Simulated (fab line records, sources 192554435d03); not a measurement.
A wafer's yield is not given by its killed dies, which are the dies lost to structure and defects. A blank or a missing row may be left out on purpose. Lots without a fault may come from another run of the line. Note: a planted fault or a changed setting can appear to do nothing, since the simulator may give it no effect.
Chamber matching ; flow n5_finfet ; N5_HKMG_FIN_ALD_79 on ald_metal-03 has 4 sister chambers
The step deposits TiN, target thk 1.5 nm, pulse time 1 s, purge time 3 s. 16 wafers are shown with their chamber, then 8 later ones without.

== WAFERS, EACH WITH ITS CHAMBER ==
wafer;chamber;heater_power_w (W);precursor_pulse_height_rel
L081.2;1;734;1.013
L081.5;1;774;0.992
L081.6;0;1039;0.991
L082.1;2;832;1.000
L082.2;0;1028;0.986
L082.3;3;785;0.979
L082.4;1;753;0.954
L082.5;2;849;1.004
L082.6;3;761;0.989
L083.3;1;772;1.017
L083.4;0;1044;1.019
L083.5;1;768;0.948
L085.2;0;997;1.009
L085.3;1;754;1.002
L085.4;3;772;1.008
L091.1;2;857;1.007

SIGNATURES (means of the wafers above)
reading;chamber 0;chamber 1;chamber 2;chamber 3;scatter within a chamber
heater_power_w;1027.00;759.17;846.00;772.67;16.1
precursor_pulse_height_rel;1.00125;0.98767;1.00367;0.99200;0.0216
Rule: for a wafer and a chamber, the distance is found by dividing, reading by reading, the gap between the wafer's reading and the chamber's mean by the reading's scatter, squaring, summing and taking the root. The wafer belongs to the nearest chamber; if the next one is less than 2 further off, it can't be placed. The scatter: take each reading less its chamber's mean, square it, sum over the shown wafers, divide by the number of wafers less the number of chambers, and take the root.

== WAFERS WITH NO CHAMBER GIVEN ==
wafer;heater_power_w (W);precursor_pulse_height_rel
L091.3;1026;1.006
L091.6;765;1.013
L092.1;875;1.027
L092.2;755;1.026
L092.6;859;0.975
L095.4;1021;1.035
L095.5;744;1.003
L095.6;858;1.013

== CHAMBER TAKEN BY EACH ==
wafer;from the rows above;in truth
L091.3;0;0
L091.6;can't be placed: 3 or 1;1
L092.1;2;2
L092.2;can't be placed: 1 or 3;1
L092.6;2;2
L095.4;0;0
L095.5;can't be placed: 1 or 3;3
L095.6;2;2
Correctly placed: 5 of 8. Unplaceable from these rows: 3, with the true chamber sitting among the candidates in 3. Number placed wrongly: 0.
